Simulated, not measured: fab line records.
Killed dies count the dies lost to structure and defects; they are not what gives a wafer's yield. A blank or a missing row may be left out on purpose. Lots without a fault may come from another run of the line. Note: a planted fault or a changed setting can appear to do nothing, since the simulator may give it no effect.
Chamber matching :: flow nandHarc :: aldHk-02 running NHARC_A_WL_FILL_ALD_10: 4 sister chambers
The step deposits SiO2, target thk 50 nm, pulse time 10 s, ald cycles 500. 18 wafers are shown with their chamber, then 9 later ones without.

WAFERS WITH THEIR CHAMBER
wafer: L074.2
chamber: 3
heaterPowerW (W): 534
precursorPulseHeightRel: 0.968

wafer: L074.5
chamber: 2
heaterPowerW (W): 401
precursorPulseHeightRel: 1.026

wafer: L074.6
chamber: 1
heaterPowerW (W): 490
precursorPulseHeightRel: 0.979

wafer: L077.1
chamber: 2
heaterPowerW (W): 405
precursorPulseHeightRel: 1.026

wafer: L077.4
chamber: 1
heaterPowerW (W): 487
precursorPulseHeightRel: 1.011

wafer: L077.5
chamber: 1
heaterPowerW (W): 484
precursorPulseHeightRel: 1.036

wafer: L081.1
chamber: 2
heaterPowerW (W): 412
precursorPulseHeightRel: 1.023

wafer: L081.2
chamber: 1
heaterPowerW (W): 467
precursorPulseHeightRel: 1.000

wafer: L081.4
chamber: 0
heaterPowerW (W): 365
precursorPulseHeightRel: 1.024

wafer: L084.1
chamber: 3
heaterPowerW (W): 529
precursorPulseHeightRel: 1.004

wafer: L084.3
chamber: 1
heaterPowerW (W): 469
precursorPulseHeightRel: 0.992

wafer: L084.5
chamber: 3
heaterPowerW (W): 524
precursorPulseHeightRel: 1.007

wafer: L086.4
chamber: 0
heaterPowerW (W): 369
precursorPulseHeightRel: 1.032

wafer: L086.5
chamber: 0
heaterPowerW (W): 362
precursorPulseHeightRel: 0.992

wafer: L086.6
chamber: 3
heaterPowerW (W): 530
precursorPulseHeightRel: 1.017

wafer: L089.3
chamber: 3
heaterPowerW (W): 526
precursorPulseHeightRel: 1.014

wafer: L089.5
chamber: 2
heaterPowerW (W): 421
precursorPulseHeightRel: 0.962

wafer: L089.6
chamber: 3
heaterPowerW (W): 526
precursorPulseHeightRel: 0.981

SIGNATURES (means of the wafers above)
reading: heaterPowerW
chamber 0: 365.33
chamber 1: 479.40
chamber 2: 409.75
chamber 3: 528.17
scatter within a chamber: 7.43

reading: precursorPulseHeightRel
chamber 0: 1.01600
chamber 1: 1.00360
chamber 2: 1.00925
chamber 3: 0.99850
scatter within a chamber: 0.0234
Rule: distance of a wafer from a chamber = root of the sum over the readings of ((wafer's reading minus chamber's mean) / reading's scatter) squared. The wafer belongs to the nearest chamber; if the next one is less than 2 further off, it can't be placed. The scatter: take each reading less its chamber's mean, square it, sum over the shown wafers, divide by the number of wafers less the number of chambers, and take the root.

WAFERS WITH NO CHAMBER GIVEN
wafer: L091.1
heaterPowerW (W): 516
precursorPulseHeightRel: 0.978

wafer: L091.3
heaterPowerW (W): 417
precursorPulseHeightRel: 1.010

wafer: L091.6
heaterPowerW (W): 368
precursorPulseHeightRel: 1.046

wafer: L093.1
heaterPowerW (W): 540
precursorPulseHeightRel: 1.013

wafer: L093.4
heaterPowerW (W): 429
precursorPulseHeightRel: 1.006

wafer: L093.6
heaterPowerW (W): 361
precursorPulseHeightRel: 0.983

wafer: L094.4
heaterPowerW (W): 476
precursorPulseHeightRel: 0.983

wafer: L094.1
heaterPowerW (W): 369
precursorPulseHeightRel: 0.999

wafer: L094.3
heaterPowerW (W): 537
precursorPulseHeightRel: 1.013

WHICH CHAMBER EACH WENT THROUGH
wafer: L091.1
from the rows above: 3
in truth: 3

wafer: L091.3
from the rows above: 2
in truth: 2

wafer: L091.6
from the rows above: 0
in truth: 0

wafer: L093.1
from the rows above: 3
in truth: 3

wafer: L093.4
from the rows above: 2
in truth: 2

wafer: L093.6
from the rows above: 0
in truth: 0

wafer: L094.4
from the rows above: 1
in truth: 1

wafer: L094.1
from the rows above: 0
in truth: 0

wafer: L094.3
from the rows above: 3
in truth: 3
9 of 9 placed correctly. Number that these rows cannot place: 0. 0 placed wrongly.
